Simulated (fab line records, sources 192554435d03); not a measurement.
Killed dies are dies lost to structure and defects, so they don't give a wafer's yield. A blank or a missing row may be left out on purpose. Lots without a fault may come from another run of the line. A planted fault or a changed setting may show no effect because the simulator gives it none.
Which tool did it? | flow n5_finfet | 10 lots, 30 wafers sampled, at 5 steps of a route of 1938

WHAT THE GAUGES READ, wafer by wafer
N5_BEOL_M10_THK_MEAS_01.
lot  | measured     | on            | M10_ILD_THK (nm)
L196 | day 9 11:01  | film_metro-02 | 268 266 271
L198 | day 9 21:49  | film_metro-02 | 269 269 277
L197 | day 10 01:53 | film_metro-01 | 269 273 279
L199 | day 10 10:23 | film_metro-02 | 265 270 268
L200 | day 10 18:23 | film_metro-02 | 273 275 274
L204 | day 11 22:33 | film_metro-02 | 266 272 268
L206 | day 12 08:54 | film_metro-01 | 264 268 271
L207 | day 13 01:45 | film_metro-02 | 270 276 269
L213 | day 14 04:24 | film_metro-01 | 268 274 274
L215 | day 14 16:52 | film_metro-01 | 261 266 272

WHICH TOOL RAN EACH LOT (tool, then ch and the chambers of the sampled wafers, then the start)
lot  | N5_BEOL_M9_ETCH_65                 | N5_BEOL_M9_VIA_ETCH_34             | N5_BEOL_M9_ECD_50              | N5_BEOL_M9_CMP_52
L196 | rie_diel-01 ch 0,1,2, day 9 07:31  | rie_diel-01 ch 0,1,2, day 9 07:38  | ecd_cu-01 ch 0,1, day 9 09:32  | cmp-02 ch 1,2, day 9 09:54
L198 | rie_diel-01 ch 0,1, day 9 18:05    | rie_diel-01 ch 0,1, day 9 18:13    | ecd_cu-02 ch 0,1, day 9 20:17  | cmp-04 ch 0,2, day 9 20:44
L197 | rie_diel-01 ch 0,1,2, day 9 22:26  | rie_diel-01 ch 0,1,2, day 9 22:34  | ecd_cu-01 ch 0,1, day 10 00:20 | cmp-01 ch 0,1,2, day 10 00:50
L199 | rie_diel-03 ch 0,1,2, day 10 06:56 | rie_diel-03 ch 0,1,2, day 10 07:04 | ecd_cu-02 ch 0,1, day 10 08:48 | cmp-04 ch 0,2,3, day 10 09:16
L200 | rie_diel-03 ch 0,1,3, day 10 14:41 | rie_diel-03 ch 0,1,3, day 10 14:49 | ecd_cu-02 ch 0,1, day 10 16:46 | cmp-04 ch 0,3, day 10 17:19
L204 | rie_diel-03 ch 0,1,3, day 11 17:50 | rie_diel-03 ch 0,1,3, day 11 17:58 | ecd_cu-02 ch 0,1, day 11 20:28 | cmp-01 ch 0,1, day 11 21:23
L206 | rie_diel-03 ch 0,2, day 12 04:57   | rie_diel-03 ch 0,2, day 12 05:05   | ecd_cu-02 ch 0,1, day 12 06:50 | cmp-04 ch 0,2,3, day 12 07:53
L207 | rie_diel-01 ch 1,2,3, day 12 21:19 | rie_diel-01 ch 1,2,3, day 12 21:28 | ecd_cu-01 ch 0,1, day 12 23:32 | cmp-02 ch 0,2,3, day 13 00:43
L213 | rie_diel-03 ch 1,2,3, day 14 00:38 | rie_diel-03 ch 1,2,3, day 14 00:46 | ecd_cu-01 ch 0,1, day 14 02:37 | cmp-02 ch 0,1,3, day 14 03:19
L215 | rie_diel-01 ch 1,3, day 14 12:50   | rie_diel-01 ch 1,3, day 14 12:58   | ecd_cu-02 ch 0,1, day 14 14:54 | cmp-02 ch 0,2, day 14 15:20
- N5_BEOL_M9_ETCH_65: etches SiARC in CF4, target depth 15.6 nm, time 26 s.
- N5_BEOL_M9_VIA_ETCH_34: etches SiCOH lowk in C4F6/O2, target depth 182.4 nm, time 68.4 s.
- N5_BEOL_M9_ECD_50: material Cu, target thk 318 nm.
- N5_BEOL_M9_CMP_52: polishes, stops on SiCOH lowk, t overpolish 7 s, target thk 140 nm.

THE ANSWER, worked out from the rows above alone
Rule: what is usual is taken from the lots themselves. Put in order of their means at a reading, lots are off if they are a third of the lots or fewer, leave a main group of 4 or more, and stand apart from it by a gap of 3 or more times the standard deviation of the main group's means; of several such gaps the widest counts. A main group whose means are all the same, to the digits that the tables above print for the reading, isn't used. A lot without any number at a reading at which 4 lots or more have one is off too. The other lots that the step has rows for count as sound.
No lot is off at any reading shown: from this, nothing can be told.

WHAT THE SIMULATOR HAD PUT IN
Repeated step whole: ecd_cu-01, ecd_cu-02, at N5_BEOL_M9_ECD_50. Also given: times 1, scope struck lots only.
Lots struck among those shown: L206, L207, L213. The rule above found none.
